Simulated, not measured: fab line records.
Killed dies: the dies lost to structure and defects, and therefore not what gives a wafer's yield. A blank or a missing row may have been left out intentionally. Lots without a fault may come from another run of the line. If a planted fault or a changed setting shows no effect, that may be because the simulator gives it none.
Chamber matching :: flow n5Finfet :: N5_BEOL_M3_DEP_57 on pecvd-03: 3 sister chambers
The step deposits SiCN from 3MS/NH3, target thk 8 nm, time 14 s. 6 wafers are shown with their chamber, then 8 later ones without.

== WAFERS PAIRED WITH THEIR CHAMBERS ==
wafer: L076.2
chamber: 2
showerheadVppV (V): 853
showerheadPlenumPTorr (Torr): 3.663

wafer: L083.6
chamber: 0
showerheadVppV (V): 969
showerheadPlenumPTorr (Torr): 3.676

wafer: L090.2
chamber: 1
showerheadVppV (V): 858
showerheadPlenumPTorr (Torr): 3.670

wafer: L090.3
chamber: 0
showerheadVppV (V): 996
showerheadPlenumPTorr (Torr): 3.667

wafer: L090.4
chamber: 2
showerheadVppV (V): 841
showerheadPlenumPTorr (Torr): 3.662

wafer: L088.1
chamber: 1
showerheadVppV (V): 860
showerheadPlenumPTorr (Torr): 3.680

== WAFERS WITHOUT THEIR CHAMBER ==
wafer: L088.2
showerheadVppV (V): 839
showerheadPlenumPTorr (Torr): 3.658

wafer: L088.5
showerheadVppV (V): 970
showerheadPlenumPTorr (Torr): 3.666

wafer: L093.1
showerheadVppV (V): 845
showerheadPlenumPTorr (Torr): 3.667

wafer: L093.4
showerheadVppV (V): 977
showerheadPlenumPTorr (Torr): 3.672

wafer: L093.5
showerheadVppV (V): 858
showerheadPlenumPTorr (Torr): 3.685

wafer: L094.1
showerheadVppV (V): 827
showerheadPlenumPTorr (Torr): 3.663

wafer: L094.5
showerheadVppV (V): 828
showerheadPlenumPTorr (Torr): 3.657

wafer: L094.6
showerheadVppV (V): 982
showerheadPlenumPTorr (Torr): 3.676

== CHAMBER TAKEN BY EACH ==
wafer: L088.2
from the rows above: 2
in truth: 2

wafer: L088.5
from the rows above: 0
in truth: 0

wafer: L093.1
from the rows above: can't be placed: 2 or 1
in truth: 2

wafer: L093.4
from the rows above: 0
in truth: 0

wafer: L093.5
from the rows above: 1
in truth: 1

wafer: L094.1
from the rows above: can't be placed: 2 or 1
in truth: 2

wafer: L094.5
from the rows above: 2
in truth: 2

wafer: L094.6
from the rows above: 0
in truth: 0
Placed correctly: 6 of 8. Cannot be placed on the basis of these rows: 2; the candidates contain the true chamber in 2. 0 placed wrongly.
How it was worked out, from the rows above alone: a wafer's distance from a chamber is the root of the sum, over the readings, of the square of ((its reading less the chamber's mean) divided by the reading's scatter). If the next closest chamber is less than 2 further off than the closest, the wafer can't be placed; otherwise it belongs to the closest. Each chamber's mean is taken over the wafers shown for it. The scatter: the root of (the sum of the squares of (reading less its chamber's mean) over the shown wafers, divided by (wafers less chambers)).
